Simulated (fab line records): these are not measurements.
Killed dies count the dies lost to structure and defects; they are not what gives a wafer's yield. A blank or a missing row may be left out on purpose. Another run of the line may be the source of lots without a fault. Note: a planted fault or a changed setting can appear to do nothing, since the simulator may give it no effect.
Which tool was responsible?	flow nand_harc	18 wafers from 6 lots sampled at 5 of the route's 1159 steps

WHAT EACH GAUGE READ, for each wafer
NHARC_END_SORT_01.
lot	measured	on	killed_at_periphery
L443	day 21 12:56	prober-01	3 0 2
L453	day 24 07:23	prober-01	6 2 3

WHICH TOOL RAN EACH LOT (tool, then ch and the chambers of the sampled wafers, then the start)
lot	NHARC_P_ZERO_WELL_SOFTBAKE_06	NHARC_P_ZERO_WELL_ETCH_63	NHARC_P_ZERO_WELL_DESCUM_54	NHARC_P_STI_CMP_21
L437	litho_track-05 ch 0, day 1 18:00	rie_si-06 ch 0,1,2, day 1 19:50	rie_diel-11 ch 0,1,2, day 2 00:05	cmp-02 ch 0,1,3, day 3 13:17
L441	litho_track-05 ch 0, day 2 18:00	rie_si-03 ch 0,1,2, day 2 19:39	rie_diel-07 ch 0,3, day 2 23:48	cmp-01 ch 1,3, day 4 17:48
L443	litho_track-03 ch 0, day 3 06:00	rie_si-06 ch 1,2,3, day 3 07:41	rie_diel-08 ch 0,2,3, day 3 11:59	cmp-03 ch 1,2,3, day 5 02:39
L453	litho_track-03 ch 0, day 5 18:00	rie_si-06 ch 1,2, day 5 19:32	rie_diel-07 ch 1,3, day 5 23:49	cmp-03 ch 0,2,3, day 7 10:42
L455	litho_track-02 ch 0, day 6 06:00	rie_si-02 ch 1,2,3, day 6 07:32	rie_diel-11 ch 0,2,3, day 6 11:31	cmp-01 ch 0,1,2, day 8 02:16
L457	litho_track-02 ch 0, day 6 18:00	rie_si-06 ch 0,3, day 6 19:31	rie_diel-07 ch 0,1,2, day 7 00:01	cmp-01 ch 0,3, day 8 16:16
- NHARC_P_ZERO_WELL_SOFTBAKE_06: time 70 s.
- NHARC_P_ZERO_WELL_ETCH_63: etches the open film in HBr/Cl2, target depth 120 nm, time 40.1 s.
- NHARC_P_ZERO_WELL_DESCUM_54: chemistry O2, time 3 s.
- NHARC_P_STI_CMP_21: polishes, t overpolish 20 s, target thk 380.67 nm.

THE ANSWER, worked out from the rows above alone
Rule: the lots themselves supply what counts as usual. Put in order of their means at a reading, lots are off if they are a third of the lots or fewer, leave a main group of 4 or more, and stand apart from it by a gap of 3 or more times the standard deviation of the main group's means; of several such gaps the widest counts. If all means in a main group match to the digits the tables above print for the reading, that group is not used. A lot without any number at a reading at which 4 lots or more have one is off too. All remaining lots with rows at the step are treated as sound.
None of the lots is off at any reading shown; this tells nothing.

WHAT THE SIMULATOR HAD INSERTED
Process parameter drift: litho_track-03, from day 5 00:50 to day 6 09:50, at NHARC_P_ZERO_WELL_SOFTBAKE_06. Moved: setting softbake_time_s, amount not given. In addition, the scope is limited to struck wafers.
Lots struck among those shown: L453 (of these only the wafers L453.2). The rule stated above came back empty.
